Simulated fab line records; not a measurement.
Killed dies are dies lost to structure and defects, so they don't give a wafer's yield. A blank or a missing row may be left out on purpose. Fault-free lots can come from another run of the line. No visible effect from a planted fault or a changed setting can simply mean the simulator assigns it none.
Chamber matching -- flow nand_harc -- NHARC_A_CONTACT_ETCH_90 on rie_diel-12 has 4 sister chambers
The step etches the open film in CH3F/O2, target depth 40 nm, time 85.7 s. 18 wafers are shown with their chamber, then 8 later ones without.

WAFERS WITH THEIR CHAMBER
wafer,chamber,showerhead_plenum_p_Torr (Torr),drypump_motor_current_A (A),rf_vpp_V (V)
L471.1,3,2.29,5.8,243.5
L471.2,1,2.47,6.3,242.5
L471.3,0,2.49,5.8,244.8
L472.1,1,2.47,6.2,244.1
L472.2,0,2.49,5.8,244.7
L472.5,2,2.43,5.2,244.3
L473.2,1,2.46,6.3,243.9
L473.3,3,2.29,5.8,241.6
L473.6,0,2.49,5.8,245.6
L475.1,3,2.29,5.8,241.4
L475.3,2,2.43,5.2,244.1
L475.6,2,2.43,5.2,242.6
L476.1,2,2.43,5.2,243.3
L476.3,3,2.29,5.8,241.5
L476.5,1,2.47,6.3,244.5
L478.2,3,2.29,5.8,243.1
L478.4,2,2.43,5.2,245.3
L478.5,3,2.29,5.8,243.1

SIGNATURES, as means of the wafers listed above
reading,chamber 0,chamber 1,chamber 2,chamber 3,scatter within a chamber
showerhead_plenum_p_Torr,2.4900,2.4675,2.4300,2.2900,0.00231
drypump_motor_current_A,5.800,6.275,5.200,5.800,0.0231
rf_vpp_V,245.033,243.750,243.920,242.367,0.91
Rule: for each reading, subtract the chamber's mean from the wafer's reading, divide by that reading's scatter and square the result; add these up over the readings and take the root, which gives the wafer's distance from the chamber. The wafer belongs to the nearest chamber; if the next one is less than 2 further off, it can't be placed. The scatter: take each reading less its chamber's mean, square it, sum over the shown wafers, divide by the number of wafers less the number of chambers, and take the root.

WAFERS WHOSE CHAMBER IS MISSING
wafer,showerhead_plenum_p_Torr (Torr),drypump_motor_current_A (A),rf_vpp_V (V)
L477.1,2.43,5.2,244.0
L477.4,2.29,5.8,242.3
L477.5,2.49,5.8,245.3
L480.2,2.29,5.8,241.7
L480.3,2.49,5.8,244.3
L480.4,2.43,5.2,242.9
L489.1,2.46,6.3,244.6
L489.2,2.48,5.8,246.3

THE CHAMBER EACH PASSED THROUGH
wafer,from the rows above,in truth
L477.1,2,2
L477.4,3,3
L477.5,0,0
L480.2,3,3
L480.3,0,0
L480.4,2,2
L489.1,1,1
L489.2,0,0
Correct placement for 8 of the 8. From these rows, 0 cannot be placed. Wrongly placed: 0.
